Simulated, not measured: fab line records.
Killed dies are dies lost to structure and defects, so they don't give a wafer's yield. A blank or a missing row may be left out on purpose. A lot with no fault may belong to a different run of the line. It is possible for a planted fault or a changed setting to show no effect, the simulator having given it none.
fab line records / flow n5Finfet / part 2 of 2: steps 17 to 26 of 26
record lots=5 wafers=15 lastDay=16
route steps=1938 shown BEOL_M10@1498
lots with no fault: from the same line, run without faults
startH: hours from the record's first day to the start of the lot's first wafer shown / waitH: hours from the lot's prior step to this one / " same as the row above / L1.1+2: a single row standing in for several wafers / - no value, or no start given / * or withheld: withheld / < > ~ a bound
route shown NAME@n: a module of which the file shows steps, and the number in the route of the first / usual: mean/standard deviation taken from wafers without a fault / same: alike in all rows / chamber/n: place in a boat / sites: per-site readings / _std_site: the values' standard deviation / _edge_site: mean of outer sites minus mean of inner sites / radiusMm: for every site, how far away it sits from the centre of the wafer / mask NAME#n: copy n / behind: the most recent tool/chamber to have shaped the wafer / hold: why the lot went on hold/how many hours it stayed there/how the hold came to an end / device: the transistor (n, p or np) that didn't switch / end of line: the same wafers' tests at the end of the route / a step with no rows: only its recipe / killed: at the first sort, the dies lost to defects and structure; wafer yield is something else / map: shows each die of a wafer: x if killed, . if not, _ if none is there
set.NAME: the setting the step ran with; set.NAME@STEP: the setting that earlier step ran with / model.NAME: the simulator's own value behind a step, which no gauge read
lots at selected steps of the route; one table per step, one row per wafer
services: when a tool's chamber went out of use (startH, in hours from the record's first day, below 0 if earlier), for how many hours, and the reason
## steps
# step N5_BEOL_M10_STRIP_77
# recipe chemistry=N2/H2 timeS=10 powerW=450 tempC=40 pressureMtorr=20 rfFrequencyHz=6e+07 biasPowerW=7 n2FlowSccm=200 h2FlowSccm=200
# usual biasPowerW=7.002/0.022 drypumpMotorCurrentA=5.7/0.41 oesProductAu=0.80/0.083 rfVppV=59.2/0.89 showerheadPlenumPTorr=2.55/0.086 tempC=39.99/0.11 throttleValvePct=23.6/0.3
lot.wafer=L077.1 tool=rieDiel-01 chamber=0 startH=- waitH=- biasPowerW=7.010 drypumpMotorCurrentA=5.1 oesProductAu=0.81 rfHoursCounterH=90 rfVppV=57.2 showerheadPlenumPTorr=2.46 tempC=40.02 throttleValvePct=23.2
lot.wafer=L077.4 tool=rieDiel-01 chamber=3 startH=- waitH=- biasPowerW=7.006 drypumpMotorCurrentA=5.2 oesProductAu=0.84 rfHoursCounterH=71 rfVppV=58.1 showerheadPlenumPTorr=2.46 tempC=39.86 throttleValvePct=23.5
lot.wafer=L077.5 tool=rieDiel-01 chamber=0 startH=- waitH=- biasPowerW=7.006 drypumpMotorCurrentA=5.1 oesProductAu=0.81 rfHoursCounterH=- rfVppV=57.3 showerheadPlenumPTorr=2.46 tempC=39.92 throttleValvePct=23.2
lot.wafer=L079.2 tool=rieDiel-05 chamber=1 startH=- waitH=- biasPowerW=7.046 drypumpMotorCurrentA=5.5 oesProductAu=0.73 rfHoursCounterH=218 rfVppV=60.1 showerheadPlenumPTorr=2.50 tempC=40.04 throttleValvePct=23.9
lot.wafer=L079.3 tool=rieDiel-05 chamber=3 startH=- waitH=- biasPowerW=7.019 drypumpMotorCurrentA=5.6 oesProductAu=0.71 rfHoursCounterH=213 rfVppV=60.0 showerheadPlenumPTorr=2.51 tempC=40.02 throttleValvePct=23.8
lot.wafer=L079.5 tool=rieDiel-05 chamber=1 startH=- waitH=- biasPowerW=6.989 drypumpMotorCurrentA=5.5 oesProductAu=0.72 rfHoursCounterH=- rfVppV=59.0 showerheadPlenumPTorr=2.50 tempC=40.07 throttleValvePct=23.9
lot.wafer=L076.4 tool=rieDiel-01 chamber=1 startH=- waitH=- biasPowerW=6.969 drypumpMotorCurrentA=5.6 oesProductAu=0.88 rfHoursCounterH=- rfVppV=58.7 showerheadPlenumPTorr=2.58 tempC=40.17 throttleValvePct=23.5
lot.wafer=L076.5 tool=rieDiel-01 chamber=0 startH=- waitH=- biasPowerW=6.990 drypumpMotorCurrentA=5.1 oesProductAu=0.80 rfHoursCounterH=- rfVppV=59.1 showerheadPlenumPTorr=2.46 tempC=39.97 throttleValvePct=23.2
lot.wafer=L076.6 tool=rieDiel-01 chamber=3 startH=- waitH=- biasPowerW=6.992 drypumpMotorCurrentA=5.2 oesProductAu=0.84 rfHoursCounterH=- rfVppV=60.0 showerheadPlenumPTorr=2.46 tempC=40.03 throttleValvePct=23.5
lot.wafer=L086.2 tool=rieDiel-05 chamber=0 startH=- waitH=- biasPowerW=6.983 drypumpMotorCurrentA=5.5 oesProductAu=0.77 rfHoursCounterH=112 rfVppV=59.9 showerheadPlenumPTorr=2.65 tempC=40.18 throttleValvePct=23.2
lot.wafer=L086.5 tool=rieDiel-05 chamber=3 startH=- waitH=- biasPowerW=6.993 drypumpMotorCurrentA=5.6 oesProductAu=0.69 rfHoursCounterH=- rfVppV=59.9 showerheadPlenumPTorr=2.50 tempC=40.08 throttleValvePct=23.9
lot.wafer=L086.6 tool=rieDiel-05 chamber=2 startH=- waitH=- biasPowerW=7.021 drypumpMotorCurrentA=6.2 oesProductAu=0.95 rfHoursCounterH=- rfVppV=59.7 showerheadPlenumPTorr=2.61 tempC=40.03 throttleValvePct=23.6
lot.wafer=L093.2 tool=rieDiel-03 chamber=2 startH=- waitH=- biasPowerW=6.986 drypumpMotorCurrentA=5.9 oesProductAu=0.81 rfHoursCounterH=90 rfVppV=60.6 showerheadPlenumPTorr=2.45 tempC=39.97 throttleValvePct=23.6
lot.wafer=L093.5 tool=rieDiel-03 chamber=2 startH=- waitH=- biasPowerW=6.995 drypumpMotorCurrentA=5.9 oesProductAu=0.81 rfHoursCounterH=- rfVppV=58.9 showerheadPlenumPTorr=2.45 tempC=40.04 throttleValvePct=23.6
lot.wafer=L093.6 tool=rieDiel-03 chamber=3 startH=- waitH=- biasPowerW=7.008 drypumpMotorCurrentA=5.6 oesProductAu=0.77 rfHoursCounterH=- rfVppV=58.6 showerheadPlenumPTorr=2.65 tempC=39.99 throttleValvePct=23.9
# step N5_BEOL_M10_OCD_MEAS_38
# usual trenchDepthNm=149.8/2.8
lot.wafer=L077.1 tool=ocd-01 chamber=- startH=234.35 waitH=- trenchDepthNm=151.4
lot.wafer=L077.4 tool=ocd-01 chamber=- startH=234.35 waitH=- trenchDepthNm=152.4
lot.wafer=L077.5 tool=ocd-01 chamber=- startH=234.35 waitH=- trenchDepthNm=152.4
lot.wafer=L079.2 tool=ocd-01 chamber=- startH=241.99 waitH=- trenchDepthNm=148.4
lot.wafer=L079.3 tool=ocd-01 chamber=- startH=241.99 waitH=- trenchDepthNm=149.7
lot.wafer=L079.5 tool=ocd-01 chamber=- startH=241.99 waitH=- trenchDepthNm=150.5
lot.wafer=L076.4 tool=ocd-02 chamber=- startH=247.74 waitH=- trenchDepthNm=156.1
lot.wafer=L076.5 tool=ocd-02 chamber=- startH=247.74 waitH=- trenchDepthNm=153.4
lot.wafer=L076.6 tool=ocd-02 chamber=- startH=247.74 waitH=- trenchDepthNm=152.8
lot.wafer=L086.2 tool=ocd-01 chamber=- startH=299.64 waitH=- trenchDepthNm=145.9
lot.wafer=L086.5 tool=ocd-01 chamber=- startH=299.64 waitH=- trenchDepthNm=147.6
lot.wafer=L086.6 tool=ocd-01 chamber=- startH=299.64 waitH=- trenchDepthNm=148.5
lot.wafer=L093.2 tool=ocd-02 chamber=- startH=325.26 waitH=- trenchDepthNm=153.0
lot.wafer=L093.5 tool=ocd-02 chamber=- startH=325.26 waitH=- trenchDepthNm=154.3
lot.wafer=L093.6 tool=ocd-02 chamber=- startH=325.26 waitH=- trenchDepthNm=148.8
# step N5_BEOL_M10_HM_STRIP_39
# recipe chemistry=peroxideTinStrip material=TiN targetDepthA=250 tempC=50 timeS=158
# usual tempC=50.01/0.11
lot.wafer=L077.1 tool=wetBench-04 chamber=4 startH=234.38 waitH=0.0 tempC=50.14
lot.wafer=L077.4 tool=wetBench-04 chamber=7 startH=234.38 waitH=0.0 tempC=50.01
lot.wafer=L077.5 tool=wetBench-04 chamber=0 startH=234.38 waitH=0.0 tempC=49.82
lot.wafer=L079.2 tool=wetBench-06 chamber=1 startH=242.03 waitH=0.0 tempC=49.96
lot.wafer=L079.3 tool=wetBench-06 chamber=7 startH=242.03 waitH=0.0 tempC=50.14
lot.wafer=L079.5 tool=wetBench-06 chamber=5 startH=242.03 waitH=0.0 tempC=49.94
lot.wafer=L076.4 tool=wetBench-04 chamber=3 startH=247.77 waitH=0.0 tempC=50.00
lot.wafer=L076.5 tool=wetBench-04 chamber=5 startH=247.77 waitH=0.0 tempC=50.01
lot.wafer=L076.6 tool=wetBench-04 chamber=7 startH=247.77 waitH=0.0 tempC=50.01
lot.wafer=L086.2 tool=wetBench-04 chamber=7 startH=299.68 waitH=0.0 tempC=49.90
lot.wafer=L086.5 tool=wetBench-04 chamber=6 startH=299.68 waitH=0.0 tempC=49.84
lot.wafer=L086.6 tool=wetBench-04 chamber=3 startH=299.68 waitH=0.0 tempC=50.11
lot.wafer=L093.2 tool=wetBench-06 chamber=5 startH=325.30 waitH=0.0 tempC=49.85
lot.wafer=L093.5 tool=wetBench-06 chamber=4 startH=325.30 waitH=0.0 tempC=49.98
lot.wafer=L093.6 tool=wetBench-06 chamber=1 startH=325.30 waitH=0.0 tempC=49.81
# step N5_BEOL_M10_SRD_40
# recipe timeS=30 tempC=23 rinseLiquid=diw dry=ipaMarangoni
# usual tempC=23.00/0.11
lot.wafer=L077.1 tool=wetBench-04 chamber=4 startH=234.43 waitH=0.0 tempC=22.91
lot.wafer=L077.4 tool=wetBench-04 chamber=7 startH=234.43 waitH=0.0 tempC=23.02
lot.wafer=L077.5 tool=wetBench-04 chamber=0 startH=234.43 waitH=0.0 tempC=23.03
lot.wafer=L079.2 tool=wetBench-06 chamber=1 startH=242.07 waitH=0.0 tempC=23.02
lot.wafer=L079.3 tool=wetBench-06 chamber=7 startH=242.07 waitH=0.0 tempC=23.15
lot.wafer=L079.5 tool=wetBench-06 chamber=5 startH=242.07 waitH=0.0 tempC=23.14
lot.wafer=L076.4 tool=wetBench-04 chamber=3 startH=247.82 waitH=0.0 tempC=22.97
lot.wafer=L076.5 tool=wetBench-04 chamber=5 startH=247.82 waitH=0.0 tempC=23.04
lot.wafer=L076.6 tool=wetBench-04 chamber=7 startH=247.82 waitH=0.0 tempC=22.87
lot.wafer=L086.2 tool=wetBench-04 chamber=7 startH=299.72 waitH=0.0 tempC=22.85
lot.wafer=L086.5 tool=wetBench-04 chamber=6 startH=299.72 waitH=0.0 tempC=23.06
lot.wafer=L086.6 tool=wetBench-04 chamber=3 startH=299.72 waitH=0.0 tempC=23.13
lot.wafer=L093.2 tool=wetBench-06 chamber=5 startH=325.34 waitH=0.0 tempC=23.10
lot.wafer=L093.5 tool=wetBench-06 chamber=4 startH=325.34 waitH=0.0 tempC=22.83
lot.wafer=L093.6 tool=wetBench-06 chamber=1 startH=325.34 waitH=0.0 tempC=22.93
# step N5_BEOL_M10_PRECLEAN_42
# recipe chemistry=residueRemover timeS=60 tempC=40
# usual tempC=39.99/0.12
lot.wafer=L077.1 tool=wetBench-04 chamber=4 startH=234.44 waitH=0.0 tempC=40.17
lot.wafer=L077.4 tool=wetBench-04 chamber=7 startH=234.44 waitH=0.0 tempC=39.98
lot.wafer=L077.5 tool=wetBench-04 chamber=0 startH=234.44 waitH=0.0 tempC=40.07
lot.wafer=L079.2 tool=wetBench-06 chamber=1 startH=242.09 waitH=0.0 tempC=39.96
lot.wafer=L079.3 tool=wetBench-06 chamber=7 startH=242.09 waitH=0.0 tempC=39.99
lot.wafer=L079.5 tool=wetBench-06 chamber=5 startH=242.09 waitH=0.0 tempC=40.16
lot.wafer=L076.4 tool=wetBench-04 chamber=3 startH=247.83 waitH=0.0 tempC=40.08
lot.wafer=L076.5 tool=wetBench-04 chamber=5 startH=247.83 waitH=0.0 tempC=39.92
lot.wafer=L076.6 tool=wetBench-04 chamber=7 startH=247.83 waitH=0.0 tempC=39.93
lot.wafer=L086.2 tool=wetBench-04 chamber=7 startH=299.74 waitH=0.0 tempC=39.91
lot.wafer=L086.5 tool=wetBench-04 chamber=6 startH=299.74 waitH=0.0 tempC=40.10
lot.wafer=L086.6 tool=wetBench-04 chamber=3 startH=299.74 waitH=0.0 tempC=40.10
lot.wafer=L093.2 tool=wetBench-06 chamber=5 startH=325.36 waitH=0.0 tempC=40.07
lot.wafer=L093.5 tool=wetBench-06 chamber=4 startH=325.36 waitH=0.0 tempC=39.75
lot.wafer=L093.6 tool=wetBench-06 chamber=1 startH=325.36 waitH=0.0 tempC=40.02
# step N5_BEOL_M10_SRD_43
# recipe timeS=30 tempC=23 rinseLiquid=diw dry=ipaMarangoni
# usual tempC=23.00/0.1
lot.wafer=L077.1 tool=wetBench-04 chamber=4 startH=234.46 waitH=0.0 tempC=23.01
lot.wafer=L077.4 tool=wetBench-04 chamber=7 startH=234.46 waitH=0.0 tempC=22.81
lot.wafer=L077.5 tool=wetBench-04 chamber=0 startH=234.46 waitH=0.0 tempC=22.97
lot.wafer=L079.2 tool=wetBench-06 chamber=1 startH=242.11 waitH=0.0 tempC=22.97
lot.wafer=L079.3 tool=wetBench-06 chamber=7 startH=242.11 waitH=0.0 tempC=23.10
lot.wafer=L079.5 tool=wetBench-06 chamber=5 startH=242.11 waitH=0.0 tempC=23.11
lot.wafer=L076.4 tool=wetBench-04 chamber=3 startH=247.85 waitH=0.0 tempC=23.02
lot.wafer=L076.5 tool=wetBench-04 chamber=5 startH=247.85 waitH=0.0 tempC=23.15
lot.wafer=L076.6 tool=wetBench-04 chamber=7 startH=247.85 waitH=0.0 tempC=22.91
lot.wafer=L086.2 tool=wetBench-04 chamber=7 startH=299.76 waitH=0.0 tempC=22.91
lot.wafer=L086.5 tool=wetBench-04 chamber=6 startH=299.76 waitH=0.0 tempC=23.09
lot.wafer=L086.6 tool=wetBench-04 chamber=3 startH=299.76 waitH=0.0 tempC=23.13
lot.wafer=L093.2 tool=wetBench-06 chamber=5 startH=325.38 waitH=0.0 tempC=23.04
lot.wafer=L093.5 tool=wetBench-06 chamber=4 startH=325.38 waitH=0.0 tempC=23.10
lot.wafer=L093.6 tool=wetBench-06 chamber=1 startH=325.38 waitH=0.0 tempC=22.94
# step N5_BEOL_M10_CD_MEAS_35
# recipe targetCdNm=70 polarity=opening
# usual cdNm=69.3/0.8
lot.wafer=L077.1 tool=cdSem-03 chamber=- startH=234.50 waitH=0.0 cdNm=70.4
lot.wafer=L077.4 tool=cdSem-03 chamber=- startH=234.50 waitH=0.0 cdNm=70.2
lot.wafer=L077.5 tool=cdSem-03 chamber=- startH=234.50 waitH=0.0 cdNm=69.3
lot.wafer=L079.2 tool=cdSem-01 chamber=- startH=242.15 waitH=0.0 cdNm=70.2
lot.wafer=L079.3 tool=cdSem-01 chamber=- startH=242.15 waitH=0.0 cdNm=69.9
lot.wafer=L079.5 tool=cdSem-01 chamber=- startH=242.15 waitH=0.0 cdNm=68.0
lot.wafer=L076.4 tool=cdSem-02 chamber=- startH=247.89 waitH=0.0 cdNm=68.1
lot.wafer=L076.5 tool=cdSem-02 chamber=- startH=247.89 waitH=0.0 cdNm=68.6
lot.wafer=L076.6 tool=cdSem-02 chamber=- startH=247.89 waitH=0.0 cdNm=68.5
lot.wafer=L086.2 tool=cdSem-02 chamber=- startH=299.80 waitH=0.0 cdNm=68.3
lot.wafer=L086.5 tool=cdSem-02 chamber=- startH=299.80 waitH=0.0 cdNm=68.8
lot.wafer=L086.6 tool=cdSem-02 chamber=- startH=299.80 waitH=0.0 cdNm=68.4
lot.wafer=L093.2 tool=cdSem-01 chamber=- startH=325.42 waitH=0.0 cdNm=70.6
lot.wafer=L093.5 tool=cdSem-01 chamber=- startH=325.42 waitH=0.0 cdNm=68.9
lot.wafer=L093.6 tool=cdSem-01 chamber=- startH=325.42 waitH=0.0 cdNm=70.2
# step N5_BEOL_M10_CURE_72
# recipe tempC=370 timeS=120 ambient=DMADMS/He material=SiCOH_lowk
# usual lampPowerPct=52.31/0.054 wafer_temp_C_max=371.8/0.56
lot.wafer=L077.1 tool=uvCure-03 chamber=2 startH=234.54 waitH=0.0 lampPowerPct=52.24 wafer_temp_C_max=372.2
lot.wafer=L077.4 tool=uvCure-03 chamber=2 startH=234.54 waitH=0.0 lampPowerPct=52.23 wafer_temp_C_max=372.4
lot.wafer=L077.5 tool=uvCure-03 chamber=2 startH=234.54 waitH=0.0 lampPowerPct=52.26 wafer_temp_C_max=371.8
lot.wafer=L079.2 tool=uvCure-03 chamber=1 startH=242.24 waitH=0.1 lampPowerPct=52.25 wafer_temp_C_max=372.7
lot.wafer=L079.3 tool=uvCure-03 chamber=1 startH=242.24 waitH=0.1 lampPowerPct=52.34 wafer_temp_C_max=372.5
lot.wafer=L079.5 tool=uvCure-03 chamber=1 startH=242.24 waitH=0.1 lampPowerPct=52.30 wafer_temp_C_max=372.0
lot.wafer=L076.4 tool=uvCure-01 chamber=1 startH=248.08 waitH=0.2 lampPowerPct=52.40 wafer_temp_C_max=370.8
lot.wafer=L076.5 tool=uvCure-01 chamber=1 startH=248.08 waitH=0.2 lampPowerPct=52.31 wafer_temp_C_max=371.5
lot.wafer=L076.6 tool=uvCure-01 chamber=1 startH=248.08 waitH=0.2 lampPowerPct=52.40 wafer_temp_C_max=371.2
lot.wafer=L086.2 tool=uvCure-01 chamber=0 startH=300.17 waitH=0.4 lampPowerPct=52.35 wafer_temp_C_max=371.8
lot.wafer=L086.5 tool=uvCure-01 chamber=0 startH=300.17 waitH=0.4 lampPowerPct=52.31 wafer_temp_C_max=371.8
lot.wafer=L086.6 tool=uvCure-01 chamber=0 startH=300.17 waitH=0.4 lampPowerPct=52.39 wafer_temp_C_max=372.4
lot.wafer=L093.2 tool=uvCure-02 chamber=0 startH=325.51 waitH=0.1 lampPowerPct=52.37 wafer_temp_C_max=372.0
lot.wafer=L093.5 tool=uvCure-02 chamber=0 startH=325.51 waitH=0.1 lampPowerPct=52.33 wafer_temp_C_max=372.4
lot.wafer=L093.6 tool=uvCure-02 chamber=0 startH=325.51 waitH=0.1 lampPowerPct=52.36 wafer_temp_C_max=372.1
# step N5_BEOL_M10_DEGAS_44
# recipe ambient=vacuum tempC=250 timeS=60
# usual heaterPowerW=351/29
lot.wafer=L077.1 tool=pvdSputter-03 chamber=- startH=235.17 waitH=0.6 heaterPowerW=367
lot.wafer=L077.4 tool=pvdSputter-03 chamber=- startH=235.17 waitH=0.6 heaterPowerW=384
lot.wafer=L077.5 tool=pvdSputter-03 chamber=- startH=235.17 waitH=0.6 heaterPowerW=370
lot.wafer=L079.2 tool=pvdSputter-01 chamber=- startH=242.67 waitH=0.4 heaterPowerW=329
lot.wafer=L079.3 tool=pvdSputter-01 chamber=- startH=242.67 waitH=0.4 heaterPowerW=336
lot.wafer=L079.5 tool=pvdSputter-01 chamber=- startH=242.67 waitH=0.4 heaterPowerW=271
lot.wafer=L076.4 tool=pvdSputter-03 chamber=- startH=249.73 waitH=1.6 heaterPowerW=357
lot.wafer=L076.5 tool=pvdSputter-03 chamber=- startH=249.73 waitH=1.6 heaterPowerW=311
lot.wafer=L076.6 tool=pvdSputter-03 chamber=- startH=249.73 waitH=1.6 heaterPowerW=336
lot.wafer=L086.2 tool=pvdSputter-03 chamber=- startH=301.53 waitH=1.3 heaterPowerW=339
lot.wafer=L086.5 tool=pvdSputter-03 chamber=- startH=301.53 waitH=1.3 heaterPowerW=341
lot.wafer=L086.6 tool=pvdSputter-03 chamber=- startH=301.53 waitH=1.3 heaterPowerW=380
lot.wafer=L093.2 tool=pvdSputter-01 chamber=- startH=325.82 waitH=0.3 heaterPowerW=282
lot.wafer=L093.5 tool=pvdSputter-01 chamber=- startH=325.82 waitH=0.3 heaterPowerW=380
lot.wafer=L093.6 tool=pvdSputter-01 chamber=- startH=325.82 waitH=0.3 heaterPowerW=283
# step N5_BEOL_M10_PRE_CLEAN_45
# recipe gas=H2/He timeS=30 tempC=250
# usual heaterPowerW=350/30
lot.wafer=L077.1 tool=pvdSputter-03 chamber=- startH=235.21 waitH=0.0 heaterPowerW=357
lot.wafer=L077.4 tool=pvdSputter-03 chamber=- startH=235.21 waitH=0.0 heaterPowerW=383
lot.wafer=L077.5 tool=pvdSputter-03 chamber=- startH=235.21 waitH=0.0 heaterPowerW=362
lot.wafer=L079.2 tool=pvdSputter-01 chamber=- startH=242.71 waitH=0.0 heaterPowerW=338
lot.wafer=L079.3 tool=pvdSputter-01 chamber=- startH=242.71 waitH=0.0 heaterPowerW=342
lot.wafer=L079.5 tool=pvdSputter-01 chamber=- startH=242.71 waitH=0.0 heaterPowerW=278
lot.wafer=L076.4 tool=pvdSputter-03 chamber=- startH=249.77 waitH=0.0 heaterPowerW=364
lot.wafer=L076.5 tool=pvdSputter-03 chamber=- startH=249.77 waitH=0.0 heaterPowerW=318
lot.wafer=L076.6 tool=pvdSputter-03 chamber=- startH=249.77 waitH=0.0 heaterPowerW=335
lot.wafer=L086.2 tool=pvdSputter-03 chamber=- startH=301.57 waitH=0.0 heaterPowerW=327
lot.wafer=L086.5 tool=pvdSputter-03 chamber=- startH=301.57 waitH=0.0 heaterPowerW=330
lot.wafer=L086.6 tool=pvdSputter-03 chamber=- startH=301.57 waitH=0.0 heaterPowerW=377
lot.wafer=L093.2 tool=pvdSputter-01 chamber=- startH=325.86 waitH=0.0 heaterPowerW=281
lot.wafer=L093.5 tool=pvdSputter-01 chamber=- startH=325.86 waitH=0.0 heaterPowerW=384
lot.wafer=L093.6 tool=pvdSputter-01 chamber=- startH=325.86 waitH=0.0 heaterPowerW=277
## services
tool=rieDiel-05 chamber=1 startH=213.01 hours=3.8 kind=repair
tool=uvCure-01 chamber=- startH=215.37 hours=28.1 kind=pm
tool=arfiScanner-02 chamber=- startH=215.68 hours=1.3 kind=pm
tool=arfiScanner-03 chamber=- startH=218.85 hours=0.8 kind=pm
tool=arfiScanner-01 chamber=- startH=229.30 hours=0.3 kind=repair
tool=arfiScanner-03 chamber=- startH=230.12 hours=0.8 kind=pm
tool=arfiScanner-01 chamber=- startH=230.92 hours=4.0 kind=repair
tool=arfiScanner-03 chamber=- startH=237.55 hours=3.1 kind=pm
tool=rieDiel-05 chamber=2 startH=241.53 hours=4.6 kind=repair
tool=arfiScanner-01 chamber=- startH=244.73 hours=4.1 kind=repair
tool=arfiScanner-02 chamber=- startH=244.88 hours=2.6 kind=repair
tool=wetBench-04 chamber=- startH=248.69 hours=1.9 kind=pm
tool=arfiScanner-02 chamber=- startH=251.40 hours=0.8 kind=pm
tool=arfiScanner-02 chamber=- startH=252.51 hours=0.4 kind=repair
tool=arfiScanner-01 chamber=- startH=268.43 hours=3.1 kind=pm
tool=arfiScanner-01 chamber=- startH=272.24 hours=0.8 kind=pm
tool=rieDiel-03 chamber=0 startH=277.30 hours=4.8 kind=repair
tool=arfiScanner-03 chamber=- startH=286.73 hours=1.3 kind=pm
tool=rieDiel-01 chamber=0 startH=293.25 hours=34.3 kind=repair
tool=rieDiel-05 chamber=2 startH=294.72 hours=3.8 kind=repair
tool=uvCure-03 chamber=- startH=294.98 hours=7.5 kind=pm
tool=rieDiel-05 chamber=0 startH=303.23 hours=6.3 kind=repair
tool=uvCure-01 chamber=- startH=308.01 hours=1.1 kind=repair
tool=arfiScanner-03 chamber=- startH=311.51 hours=4.9 kind=pm
